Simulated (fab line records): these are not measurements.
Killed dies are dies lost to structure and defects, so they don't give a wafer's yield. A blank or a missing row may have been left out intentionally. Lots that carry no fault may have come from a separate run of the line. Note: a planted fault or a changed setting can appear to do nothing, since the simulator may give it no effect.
The same fault as seen by 3 desks || flow n5Finfet || what lay behind the numbers comes last; until then each desk has only its own
Where a reading is given only as a bound, like >300, the bound stands for it, and a mean or a difference that rests on one is marked > or <: the true number lies beyond.

## THE DEFECT DESK
What the inspections along the route counted, lot by lot: means of the sampled wafers that have a number. The brackets show how far a lot's mean lies from the usual mean; more than 4 standard deviations puts the lot out of limits, marked OUT.
Columns: A = rawDefectCount at N5_BEOL_M0_SAQP_INSPECT_42, usual 286; B = rawDefectCount at N5_BEOL_M0_CUTY_INSPECT_59, usual 2.1
{"lot": "L965", "first seen here": "day 6 06:03", "A": 279, "B": 1.7}
{"lot": "L968", "first seen here": "day 6 12:49", "A": 296, "B": 2.0}
{"lot": "L970", "first seen here": "day 7 02:46", "A": 440, "B": ">102 (>+67) OUT"}
{"lot": "L980", "first seen here": "day 11 23:20", "A": 344, "B": 2.0}
{"lot": "L981", "first seen here": "day 12 00:01", "A": 250, "B": 2.3}
{"lot": "L982", "first seen here": "day 12 00:11", "A": 234, "B": 3.7}
{"lot": "L983", "first seen here": "day 12 00:14", "A": 179, "B": 1.3}
{"lot": "L985", "first seen here": "day 13 05:59", "A": 263, "B": 2.0}
This desk's verdict: out of limits on L970, starting with L970 at day 7 04:37 (rawDefectCount at N5_BEOL_M0_CUTY_INSPECT_59). L965, L968, L980, L981, L982, L983, L985: within limits.

## AT THE METROLOGY DESK
What the gauges read for every lot (on any tool): the sampled wafers with a number, averaged. The brackets show how far a lot's mean lies from the usual mean; more than 4 standard deviations puts the lot out of limits, marked OUT. Of its 11 readings 7 are shown: those that lie furthest out on some lot.
Columns: A = M0_CUT1_OVL at N5_BEOL_M0_SAQP_OVL_MEAS_41, usual -0.3 nm; B = DIBL_P at N5_BEOL_M4_RC_MEAS_101, usual 36.5 mV/V; C = IOFF_N at N5_BEOL_M4_RC_MEAS_101, usual 0.162 nA/um; D = IOFF_P at N5_BEOL_M4_RC_MEAS_101, usual 0.221 nA/um; E = ION_N at N5_BEOL_M4_RC_MEAS_101, usual 678 uA/um; F = ION_P at N5_BEOL_M4_RC_MEAS_101, usual 466 uA/um; G = VT_N at N5_BEOL_M4_RC_MEAS_101, usual 249.2 mV
{"lot": "L965", "first seen here": "day 6 06:00", "A": -1.2, "B": 38.4, "C": 0.167, "D": 0.249, "E": 679, "F": 473, "G": 249.2}
{"lot": "L968", "first seen here": "day 6 12:46", "A": 0.6, "B": 39.3, "C": 0.195, "D": 0.241, "E": 686, "F": 469, "G": 246.2}
{"lot": "L970", "first seen here": "day 7 02:43", "A": 0.7, "B": 35.5, "C": 0.145, "D": 0.194, "E": 680, "F": 464, "G": 252.2}
{"lot": "L980", "first seen here": "day 11 23:16", "A": -0.3, "B": 36.7, "C": 0.147, "D": 0.226, "E": 684, "F": 477, "G": 250.3}
{"lot": "L981", "first seen here": "day 11 23:57", "A": -0.7, "B": 36.0, "C": 0.162, "D": 0.198, "E": 687, "F": 464, "G": 248.6}
{"lot": "L982", "first seen here": "day 12 00:07", "A": -0.3, "B": 37.8, "C": 0.170, "D": 0.234, "E": 683, "F": 467, "G": 248.8}
{"lot": "L983", "first seen here": "day 12 00:10", "A": 0.3, "B": 37.9, "C": 0.201, "D": 0.278, "E": 690, "F": 475, "G": 245.3}
{"lot": "L985", "first seen here": "day 13 05:56", "A": -0.9, "B": 36.0, "C": 0.147, "D": 0.196, "E": 671, "F": 461, "G": 252.0}
This desk's finding: nothing out of limits on any of the 8 lots.

## THE TOOL OWNER'S DESK: rieDiel-03
The tool's own readings at N5_BEOL_M0_SAQP_SPACER1_ETCHBACK_99 (etches SiO2 in CHF3/O2, target depth 15.4 nm, time 7.7 s): means of the sampled wafers that have a number, for each lot that ran on this tool. The brackets show how far a lot's mean lies from the usual mean; more than 4 standard deviations puts the lot out of limits, marked OUT.
Columns: A = drypumpMotorCurrentA at N5_BEOL_M0_SAQP_SPACER1_ETCHBACK_99, usual 5.8 A; B = oesProductAu at N5_BEOL_M0_SAQP_SPACER1_ETCHBACK_99, usual 0.76 a.u.; C = rfVppV at N5_BEOL_M0_SAQP_SPACER1_ETCHBACK_99, usual 524 V; D = showerheadPlenumPTorr at N5_BEOL_M0_SAQP_SPACER1_ETCHBACK_99, usual 2.41 Torr; E = throttleValvePct at N5_BEOL_M0_SAQP_SPACER1_ETCHBACK_99, usual 19.01 %
{"lot": "L965", "first seen here": "day 6 03:42", "A": 5.8, "B": 0.77, "C": 523, "D": 2.48, "E": 19.05}
{"lot": "L970", "first seen here": "day 6 23:16", "A": 5.8, "B": 0.76, "C": 525, "D": 2.48, "E": 19.05}
{"lot": "L980", "first seen here": "day 11 17:05", "A": 5.8, "B": 0.72, "C": 524, "D": 2.37, "E": 19.04}
{"lot": "L981", "first seen here": "day 11 17:16", "A": 5.7, "B": 0.70, "C": 523, "D": 2.33, "E": 19.16}
{"lot": "L982", "first seen here": "day 11 17:34", "A": 5.8, "B": 0.72, "C": 524, "D": 2.37, "E": 19.05}
{"lot": "L983", "first seen here": "day 11 18:01", "A": 5.8, "B": 0.70, "C": 521, "D": 2.37, "E": 19.23}
{"lot": "L985", "first seen here": "day 13 01:56", "A": 5.8, "B": 0.72, "C": 522, "D": 2.40, "E": 19.12}
This desk's finding: nothing out of limits on any of the 7 lots.

## BROUGHT TOGETHER
The defect desk could have raised an alarm at day 7 04:37, on L970.
Nothing out of limits was seen by the metrology desk.
Nothing out of limits was seen by the tool owner's desk.
The metrology desk holds a record of L970, inside its limits.
Tool owner's desk: L970 on record, inside its limits.
The lots listed all ran N5_BEOL_M0_SAQP_SPACER1_ETCHBACK_99 on rieDiel-03.

## WHAT HAD BEEN PUT IN BY THE SIMULATOR
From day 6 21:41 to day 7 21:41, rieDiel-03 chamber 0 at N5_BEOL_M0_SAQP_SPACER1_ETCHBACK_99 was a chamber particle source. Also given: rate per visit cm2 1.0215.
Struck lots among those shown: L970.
Hours from the fault's start to each desk's first reading out of limits: the defect desk, 7.
